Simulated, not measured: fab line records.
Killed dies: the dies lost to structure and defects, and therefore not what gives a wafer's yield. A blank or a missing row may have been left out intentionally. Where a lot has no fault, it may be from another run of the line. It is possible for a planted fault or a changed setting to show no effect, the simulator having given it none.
fab line records | flow nandHarc
record: lots: 6 wafers: 18 lastDay: 34
route steps=1302 shown P_CONTACT@218 END@1302
lots that met no fault: taken from a fault-free run of the same line
startH: hours from the record's opening day to when the first of the lot's shown wafers began | waitH: time in hours since the lot's previous step | " as in the row above | L1.1+2: a single row standing in for several wafers | - no value, or no start was given | * or withheld: withheld | < > ~ a bound
route shown NAME@n: a module of which the file shows steps, and the number in the route of the first | usual: mean and standard deviation over wafers with no fault | same: alike in all rows | chamber/n: place in a boat | sites: per-site readings | _std_site: the values' standard deviation | _edge_site: the outer-site mean with the inner-site mean subtracted | radiusMm: how far each site lies from the wafer's centre | mask NAME#n: copy n | behind: the last tool/chamber to shape the wafer | hold: why the lot went on hold/how many hours it stayed there/how the hold came to an end | device: the n, p or np transistor that did not switch | end of line: the route-end tests of the same wafers | where a step has no rows: the recipe by itself | killed: not the wafer's yield, but the dies lost to structure and defects at the first sort | map: a wafer's dies, x killed, . not, _ none there
set.NAME: the setting as run; set.NAME@STEP: as run at that earlier step | model.NAME: the simulator's own value behind a step, which no gauge read
certain route steps with their lots: each step a table, each wafer a row
services: a tool's chamber out of use, with start hour (startH, from the record's first day; less than 0 if before it), hours out, and reason
== steps ==
step: NHARC_P_CONTACT_DEP_00
recipe: targetThkA: 5000 tempC: 400 pressureTorr: 6.5 rfW: 900 teosFlowSccm: 161.4 flowSccm: 2650 targetThkNm: 500 gas: O2 material: SiO2
usual: heaterPowerW: 501/100 throttleValvePct: 15.7/0.58
columns lot.wafer tool chamber startH waitH heaterPowerW throttleValvePct
L595.3 pecvd-03 0 - - 320 15.7
L595.1 " 1 " " 561 15.4
L595.4 " 0 " " 342 15.8
L594.3 pecvd-03 2 - - 642 14.8
L594.6 " 2 " " 669 14.8
L594.4 " 1 " " 596 15.5
L606.2 pecvd-03 2 - - 648 15.3
L606.6 " 1 " " 576 16.1
L606.4 " 2 " " 677 14.8
L607.2 pecvd-03 2 - - 587 15.0
L607.5 " 0 " " 280 15.8
L607.4 " 1 " " 510 16.2
L609.2 pecvd-01 1 - - 392 16.3
L609.3 " 0 " " 530 16.3
L609.5 " 0 " " 558 16.2
L613.1 pecvd-01 2 - - 634 16.1
L613.3 " 0 " " 534 16.2
L613.6 " 0 " " 525 16.3
step: NHARC_P_CONTACT_CMP_01
recipe: targetThkNm: 200 material: SiO2
usual: motorCurrentA: 11.7/1.3
columns lot.wafer tool chamber startH waitH motorCurrentA
L595.4 cmp-03 2 167.05 - 11.5
L595.3 " 0 " " 11.5
L595.1 " 1 " " 9.4
L594.4 cmp-02 3 168.99 - 11.3
L594.3 " 0 " " 12.6
L594.6 " 2 " " 12.6
L606.2 cmp-03 1 283.76 - 9.4
L606.4 " 0 " " 11.3
L606.6 " 2 " " 10.5
L607.2 cmp-02 3 285.46 - 10.9
L607.4 " 0 " " 11.8
L607.5 " 3 " " 10.8
L609.3 cmp-02 1 303.59 - 13.6
L609.2 " 2 " " 12.3
L609.5 " 1 " " 14.3
L613.1 cmp-02 0 350.12 - 12.8
L613.3 " 2 " " 12.5
L613.6 " 3 " " 11.3
step: NHARC_P_CONTACT_SRD_03
step: NHARC_P_CONTACT_DEHYDRATE_04
recipe: tempC: 150 timeS: 120
step: NHARC_P_CONTACT_HMDS_05
recipe: timeS: 30
step: NHARC_P_CONTACT_COAT_33
recipe: tempC: 260 timeS: 75
step: NHARC_P_CONTACT_COAT_34
recipe: tempC: 225 timeS: 65
step: NHARC_P_CONTACT_COAT_06
recipe: spinRpm: 1500 resistThkNm: 90
step: NHARC_P_CONTACT_SOFTBAKE_07
recipe: tempC: 105 timeS: 55
step: NHARC_P_CONTACT_EBR_08
step: NHARC_P_CONTACT_EXPOSE_09
recipe: na: 1.35 targetCdNm: 90 doseMj: 81.26 maskId: P_CA
step: NHARC_P_CONTACT_PEB_10
recipe: pebTempC: 100 pebTimeS: 65
usual: heaterPowerTotalW: 156.6/0.42
columns lot.wafer tool chamber startH waitH heaterPowerTotalW
L595.1 lithoTrack-04 0 167.80 0.1 157.0
L595.3 " 0 " " 156.3
L595.4 " 0 " " 157.1
L594.3 lithoTrack-06 0 169.69 0.0 156.2
L594.4 " 0 " " 155.9
L594.6 " 0 " " 155.9
L606.2 lithoTrack-06 0 284.51 0.1 161.5
L606.4 " 0 " " 160.7
L606.6 " 0 " " 161.6
L607.2 lithoTrack-06 0 286.08 0.1 161.0
L607.4 " 0 " " 160.8
L607.5 " 0 " " 161.4
L609.2 lithoTrack-01 0 304.31 0.1 156.4
L609.3 " 0 " " 156.0
L609.5 " 0 " " 157.1
L613.1 lithoTrack-04 0 350.85 0.1 156.8
L613.3 " 0 " " 156.2
L613.6 " 0 " " 157.1
step: NHARC_P_CONTACT_DEVELOP_11
recipe: developTimeS: 35 devTempC: 23
step: NHARC_P_CONTACT_CD_MEAS_12
recipe: targetCdNm: 90 landingEnergyEv: 500
usual: cdNm: 90.0/0.73
same: landingEnergyEv: 500
columns lot.wafer tool chamber startH waitH cdNm
L595.1 cdSem-03 0 167.89 - 90.4
L595.3 " 0 " " 90.2
L595.4 " 0 " " 90.5
L594.3 cdSem-01 0 169.77 - 90.3
L594.4 " 0 " " 89.9
L594.6 " 0 " " 89.2
L606.2 cdSem-03 0 284.59 - 87.6
L606.4 " 0 " " 88.6
L606.6 " 0 " " 87.3
L607.2 cdSem-01 0 286.16 - 87.9
L607.4 " 0 " " 88.6
L607.5 " 0 " " 88.6
L609.2 cdSem-01 0 304.39 - 90.2
L609.3 " 0 " " 90.1
L609.5 " 0 " " 89.8
L613.1 cdSem-02 0 350.93 - 89.5
L613.3 " 0 " " 90.0
L613.6 " 0 " " 89.5
step: NHARC_P_CONTACT_OVL_MEAS_13
usual: overlayXNm: 0.0/0.82 overlayYNm: 0.2/0.91
columns lot.wafer tool chamber startH waitH overlayXNm overlayYNm
L595.1 overlay-02 - 167.98 - 0.1 1.3
L595.3 " - " " -0.1 0.6
L595.4 " - " " -0.1 0.9
L594.3 overlay-02 - 169.86 - 0.1 -0.2
L594.4 " - " " 0.7 0.4
L594.6 " - " " 0.2 -0.5
L606.2 overlay-02 - 284.68 - 0.7 2.1
L606.4 " - " " 1.0 2.1
L606.6 " - " " 0.4 1.7
L607.2 overlay-01 - 286.25 - -0.6 -0.3
L607.4 " - " " -0.4 0.2
L607.5 " - " " -0.7 0.0
L609.2 overlay-01 - 304.48 - -0.9 0.3
L609.3 " - " " -1.2 0.9
L609.5 " - " " -1.2 0.1
L613.1 overlay-02 - 351.02 - -1.1 -0.8
L613.3 " - " " -0.9 -0.7
L613.6 " - " " -1.1 -0.8
step: NHARC_P_CONTACT_INSPECT_14
usual: rawDefectCount: 4.7/2.8
columns lot.wafer tool chamber startH waitH rawDefectCount
L595.1 defectInspect-02 - 168.01 0.0 3
L595.3 " - " " 5
L595.4 " - " " 4
L594.3 defectInspect-02 - 169.89 0.0 10
L594.4 " - " " 5
L594.6 " - " " 6
L606.2 defectInspect-02 - 284.72 0.0 2
L606.4 " - " " 1
L606.6 " - " " 2
L607.2 defectInspect-01 - 286.28 0.0 1
L607.4 " - " " 5
L607.5 " - " " 3
L609.2 defectInspect-02 - 304.51 0.0 4
L609.3 " - " " 7
L609.5 " - " " 5
L613.1 defectInspect-02 - 351.05 0.0 8
L613.3 " - " " 0
L613.6 " - " " 9
step: NHARC_P_CONTACT_DESCUM_17
recipe: timeS: 3 o2FlowSccm: 200 arFlowSccm: 0 biasPowerW: 0 chemistry: O2
usual: drypumpMotorCurrentA: 5.7/0.55 mfcArSccm: 0.007/0.0098 oesProductAu: 0.997/0.011 rfVppV: 57.8/0.88 showerheadPlenumPTorr: 1.93/0.083 throttleValvePct: 11.312/0.0084
same: timeS: 3
columns lot.wafer tool chamber startH waitH drypumpMotorCurrentA mfcArSccm oesProductAu rfHoursCounterH rfVppV showerheadPlenumPTorr throttleValvePct model.P_CONTACT.cdNm
L595.1 rieDiel-05 1 168.09 0.1 4.9 0.005 0.983 2.5 57.4 1.94 11.333 90.49
L595.3 " 2 " " 5.5 0.034 1.011 2.5 57.0 2.03 11.310 90.06
L595.4 " 1 " " 4.9 0.005 0.983 - 57.8 1.94 11.319 90.74
L594.4 rieDiel-02 0 169.95 0.1 5.1 0.008 1.002 7.7 57.3 1.82 11.316 89.45
L594.3 " 3 " " 6.5 0 0.995 8.4 56.6 1.99 11.299 90.13
L594.6 " 0 " " 5.1 0.008 0.993 - 56.1 1.82 11.316 89.23
L606.2 rieDiel-05 3 284.79 0.1 5.6 0.011 0.991 0.9 57.9 1.83 11.312 87.83
L606.4 " 0 " " 6.3 0 0.985 0.9 57.5 1.88 11.318 88.1
L606.6 " 1 " " 4.9 0.005 0.990 - 57.6 1.94 11.334 88.09
L607.4 rieDiel-06 1 286.35 0.1 5.2 0 0.987 3.5 57.7 1.94 11.322 88.65
L607.2 " 3 " " 6.4 0.005 0.992 5.0 57.7 1.96 11.315 88.78
L607.5 " 1 " " 5.2 0 0.990 - 58.3 1.94 11.311 88.96
L609.2 rieDiel-06 0 304.57 0.1 5.6 0.010 0.988 5.3 56.9 1.80 11.310 89.79
L609.3 " 2 " " 6.1 0 0.997 5.5 59.3 2.06 11.320 90.06
L609.5 " 0 " " 5.6 0.010 1.002 - 59.0 1.80 11.301 89.59
L613.3 rieDiel-05 2 351.12 0.1 5.4 0.034 1.011 3.4 57.1 2.03 11.316 90.26
L613.1 " 3 " " 5.6 0.011 1.006 3.3 56.3 1.83 11.320 90.3
L613.6 " 1 " " 4.9 0.005 1.017 - 56.0 1.94 11.314 90.64
step: NHARC_P_CONTACT_ETCH_35
recipe: targetDepthA: 390 overEtchFrac: 0.3 timeS: 65 ionEnergyEv: 80 cf4FlowSccm: 150 arFlowSccm: 0 rfW: 300 biasW: 100 chemistry: CF4
usual: drypumpMotorCurrentA: 5.7/0.53 mfcArSccm: 0.008/0.01 oesProductAu: 0.997/0.0097 rfVppV: 151.5/1.3 showerheadPlenumPTorr: 1.78/0.074 throttleValvePct: 13.283/0.0092
same: overEtchFrac: 0.3 timeS: 65
columns lot.wafer tool chamber startH waitH drypumpMotorCurrentA mfcArSccm oesProductAu rfHoursCounterH rfVppV showerheadPlenumPTorr throttleValvePct model.P_CONTACT.cdNm
L595.3 rieDiel-05 1 168.18 0.1 4.9 0.005 0.966 2.5 151.8 1.79 13.282 90.22
L595.1 " 2 " " 5.5 0.034 1.010 2.5 151.9 1.87 13.264 90.52
L595.4 " 1 " " 4.9 0.005 0.988 - 151.6 1.79 13.276 90.74
L594.4 rieDiel-02 0 170.04 0.1 5.1 0.008 0.989 7.7 150.2 1.69 13.314 89.19
L594.3 " 3 " " 6.5 0 0.995 8.4 152.5 1.84 13.277 89.83
L594.6 " 0 " " 5.1 0.008 1.007 - 150.6 1.69 13.285 88.79
L606.2 rieDiel-05 1 284.86 0.1 4.9 0.005 0.996 0.9 154.4 1.79 13.275 87.96
L606.4 " 0 " " 6.3 0 0.982 0.9 152.0 1.74 13.301 87.97
L606.6 " 2 " " 5.5 0.034 1.008 - 152.9 1.87 13.293 88.08
L607.4 rieDiel-06 0 286.43 0.1 5.6 0.010 1.007 4.6 149.6 1.67 13.295 88.51
L607.2 " 1 " " 5.2 0 1.012 3.5 151.5 1.79 13.297 89.17
L607.5 " 3 " " 6.4 0.005 1.006 - 150.4 1.80 13.286 88.63
L609.2 rieDiel-06 0 304.68 0.1 5.6 0.010 0.991 5.3 150.1 1.67 13.286 89.63
L609.3 " 2 " " 6.1 0 0.986 5.5 153.4 1.89 13.290 90.2
L609.5 " 0 " " 5.6 0.010 0.980 - 151.8 1.67 13.291 89.23
L613.1 rieDiel-05 3 351.20 0.1 5.6 0.011 1.008 3.3 151.1 1.70 13.298 90.21
L613.3 " 1 " " 4.9 0.005 1.013 3.1 151.5 1.79 13.281 90.72
L613.6 " 0 " " 6.3 0 0.996 - 149.7 1.74 13.293 90.33
step: NHARC_P_CONTACT_ETCH_36
recipe: targetDepthA: 2600 overEtchFrac: 0.25 timeS: 406.25 ionEnergyEv: 200 n2FlowSccm: 150 h2FlowSccm: 150 arFlowSccm: 0 rfW: 400 biasW: 150 chemistry: N2/H2
usual: drypumpMotorCurrentA: 5.7/0.53 mfcArSccm: 0.008/0.01 oesProductAu: 0.997/0.01 rfVppV: 431.1/2.6 showerheadPlenumPTorr: 2.06/0.094 throttleValvePct: 14.171/0.0094
same: overEtchFrac: 0.25 timeS: 406.25
columns lot.wafer tool chamber startH waitH drypumpMotorCurrentA mfcArSccm oesProductAu rfHoursCounterH rfVppV showerheadPlenumPTorr throttleValvePct
L595.3 rieDiel-05 1 - - 4.9 0.005 0.979 2.6 430.9 2.07 14.176
L595.1 " 2 " " 5.5 0.034 1.015 2.6 434.2 2.17 14.182
L595.4 " 1 " " 4.9 0.005 0.982 - 431.6 2.07 14.196
L594.3 rieDiel-02 0 - - 5.1 0.008 0.993 7.8 427.8 1.94 14.183
L594.4 " 2 " " 4.9 0 1.009 6.9 429.7 2.03 14.173
L594.6 " 3 " " 6.5 0 0.990 - 434.4 2.13 14.169
L606.2 rieDiel-05 1 - - 4.9 0.005 1.009 1.0 431.6 2.07 14.167
L606.4 " 3 " " 5.6 0.011 0.993 1.0 427.6 1.95 14.171
L606.6 " 1 " " 4.9 0.005 0.996 - 431.4 2.07 14.187
L607.4 rieDiel-06 1 - - 5.2 0 0.996 3.5 431.5 2.07 14.166
L607.2 " 2 " " 6.1 0 0.988 5.0 435.0 2.20 14.160
L607.5 " 0 " " 5.6 0.010 0.985 - 427.5 1.92 14.165
L609.2 rieDiel-06 1 - - 5.2 0 0.996 4.2 431.5 2.07 14.159
L609.3 " 0 " " 5.6 0.010 0.989 5.4 427.7 1.92 14.181
L609.5 " 2 " " 6.1 0 0.998 - 435.6 2.20 14.163
L613.1 rieDiel-05 1 - - 4.9 0.005 0.994 3.1 430.8 2.07 14.171
L613.3 " 2 " " 5.5 0.034 1.010 3.5 433.6 2.17 14.175
L613.6 " 2 " " 5.5 0.034 1.016 - 434.5 2.17 14.181
step: NHARC_END_SORT_01
recipe: tempC: 25
usual: killedAtArray: 53/18 killedAtOther: 0.8/1.1 killedAtPeriphery: 4.1/2.7 killedDies: 58/18 killedOpen: 3.1/1.7 killedShort: 2.7/1.7
same: grossDies: 677
columns lot.wafer tool chamber startH waitH killedAtArray killedAtOther killedAtPeriphery killedDies killedOpen killedShort
L594.3 prober-01 0 609.42 3.1 71 1 11 83 3 1
L594.4 prober-01 0 610.20 3.4 66 0 8 74 4 0
L594.6 prober-01 0 611.77 3.9 64 0 6 70 0 2
L607.2 prober-02 0 734.21 2.8 26 6 1 33 2 3
L607.4 prober-02 0 735.77 3.3 28 4 0 32 3 1
L607.5 prober-02 0 736.55 3.6 30 2 1 33 5 6
L606.2 prober-01 0 734.21 2.8 90 0 1 91 4 3
L606.4 prober-01 0 735.81 3.4 68 0 2 70 2 7
L606.6 prober-01 0 737.40 4.0 81 0 2 83 4 2
killed by level:class
L594.3 A_CHANNEL_HOLE_D1:chamberFilmFlake=34 A_CHANNEL_HOLE_D2:chamberFilmFlake=15 A_STAIRCASE:chamberFilmFlake=9 P_GATE:chamberFilmFlake=4 A_CONTACT:chamberFilmFlake=4 A_BLC:chamberFilmFlake=3 P_ZERO_WELL:chamberFilmFlake=2 P_M0:chamberFilmFlake=2
L594.4 A_CHANNEL_HOLE_D2:chamberFilmFlake=33 A_CHANNEL_HOLE_D1:chamberFilmFlake=15 A_STAIRCASE:chamberFilmFlake=5 A_CHANNEL_FILL_D2:chamberFilmFlake=4 P_GATE:chamberFilmFlake=3 P_M0:chamberFilmFlake=3 A_BLC:chamberFilmFlake=3 A_CONTACT:chamberFilmFlake=2
L594.6 A_CHANNEL_HOLE_D2:chamberFilmFlake=24 A_CHANNEL_HOLE_D1:chamberFilmFlake=23 A_STAIRCASE:chamberFilmFlake=8 A_CONTACT:chamberFilmFlake=4 P_M0:chamberFilmFlake=3 P_GATE:chamberFilmFlake=2 A_BLC:chamberFilmFlake=2 A_DECK1_JOINT:geometricParticle:short=1
L607.2 A_CHANNEL_HOLE_D1:chamberFilmFlake=9 A_SLIT:chamberFilmFlake=7 THIN_TSV:chamberFilmFlake=4 STARTING-WAFER:geometricParticle:short=2 A_DECK1_JOINT:chamberFilmFlake=2 A_CHANNEL_HOLE_D2:chamberFilmFlake=2 A_STAIRCASE:chamberFilmFlake=2 P_M0:geometricParticle:open=1
L606.2 A_CHANNEL_HOLE_D1:chamberFilmFlake=34 A_SLIT:chamberFilmFlake=28 A_CHANNEL_HOLE_D2:chamberFilmFlake=12 A_CONTACT:chamberFilmFlake=7 A_M0:geometricParticle:short=2 P_M2:geometricParticle:open=1 A_ONON_D1:geometricParticle:open=1 A_CHANNEL_FILL_D1:geometricParticle:open=1
L607.4 A_CHANNEL_HOLE_D1:chamberFilmFlake=7 A_SLIT:chamberFilmFlake=7 A_CHANNEL_HOLE_D2:chamberFilmFlake=4 THIN_TSV:chamberFilmFlake=4 A_CONTACT:chamberFilmFlake=3 A_M0:chamberFilmFlake=2 A_ONON_D1:geometricParticle:open=1 A_CHANNEL_FILL_D2:geometricParticle:open=1
L606.4 A_CHANNEL_HOLE_D2:chamberFilmFlake=23 A_SLIT:chamberFilmFlake=18 A_CHANNEL_HOLE_D1:chamberFilmFlake=13 A_WL_FILL:geometricParticle:short=3 A_CHANNEL_FILL_D1:geometricParticle:short=2 A_STAIRCASE:chamberFilmFlake=2 P_M1:geometricParticle:open=1 A_ONON_D1:geometricParticle:short=1
L607.5 A_CHANNEL_HOLE_D1:chamberFilmFlake=7 A_SLIT:chamberFilmFlake=7 A_CHANNEL_FILL_D2:geometricParticle:open=3 A_CONTACT:chamberFilmFlake=2 THIN_TSV:chamberFilmFlake=2 A_CHANNEL_FILL_D1:geometricParticle:short=1 A_ONON_D2:geometricParticle:short=1 A_SGD_CUT:geometricParticle:short=1
L606.6 A_CHANNEL_HOLE_D1:chamberFilmFlake=30 A_SLIT:chamberFilmFlake=20 A_CHANNEL_HOLE_D2:chamberFilmFlake=11 A_CONTACT:chamberFilmFlake=8 A_WL_FILL:chamberFilmFlake=3 A_CHANNEL_FILL_D1:geometricParticle:short=1 A_ONON_D2:geometricParticle:open=1 A_CHANNEL_FILL_D2:geometricParticle:open=1
== services ==
columns tool chamber startH hours kind
cmp-02 - 143.75 0.4 repair
cmp-02 - 153.96 3.9 repair
rieDiel-05 0 158.03 16.1 repair
lithoTrack-06 - 179.00 7.0 pm
pecvd-03 - 185.18 13.0 pm
rieDiel-06 0 188.73 4.0 repair
cmp-02 - 191.70 1.5 repair
rieDiel-05 1 205.40 10.0 repair
rieDiel-02 - 216.70 9.0 pm
rieDiel-05 - 229.60 9.0 pm
cmp-02 - 232.50 4.0 pm
rieDiel-06 0 250.88 7.1 repair
rieDiel-06 1 252.90 32.3 repair
rieDiel-05 3 257.40 6.3 repair
rieDiel-05 2 267.72 5.3 repair
rieDiel-02 0 271.24 21.4 repair
cmp-02 - 288.65 0.3 repair
rieDiel-06 3 303.54 1.3 repair
rieDiel-06 - 307.28 9.0 pm
cmp-02 - 317.51 4.1 repair
pecvd-03 0 318.34 22.1 repair
pecvd-03 2 330.37 6.0 repair
cmp-02 - 330.50 4.0 pm
rieDiel-05 2 335.30 4.3 repair
== key ==
firstSign: step: NHARC_P_CONTACT_PEB_10 reading: heaterPowerTotalW direction: up sigmas: 11 usual: * struck: *
effect: step: NHARC_P_CONTACT_CD_MEAS_12 reading: cdNm direction: down sigmas: 2.6 usual: 90.0 struck: 88.1 through: controlLoop
modelEffect: step: NHARC_P_CONTACT_DESCUM_17 value: P_CONTACT.cdNm without: 90.09 struck: 88.4
modelEffect: step: NHARC_P_CONTACT_ETCH_35 value: P_CONTACT.cdNm without: 90.07 struck: 88.39
metAt NHARC_P_CONTACT_PEB_10
struckWafers L606.2,L606.4,L606.6,L607.2,L607.4,L607.5
testerLeftOut L606,L607
loopTrim: step: NHARC_P_CONTACT_EXPOSE_09 setting: dose lots: L607
onsetBetween 169.69 284.51
fault: kind: processParameterDrift tool: lithoTrack-06 chamber: - onsetH: 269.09 steps: NHARC_P_CONTACT_PEB_10 channel: pebTimeS offset: * shape: step endH: 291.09 actsIn: * stated: *
testerLeftOut: of these lots the tester's yield and bins aren't shown, on N5 and GAA mostly nor the transistor test; their killed dies are dies lost to structure and defects alone, not to doping, threshold or leakage, so they don't give the yield
loopTrim: a control loop set the setting to another value than it would have without faults
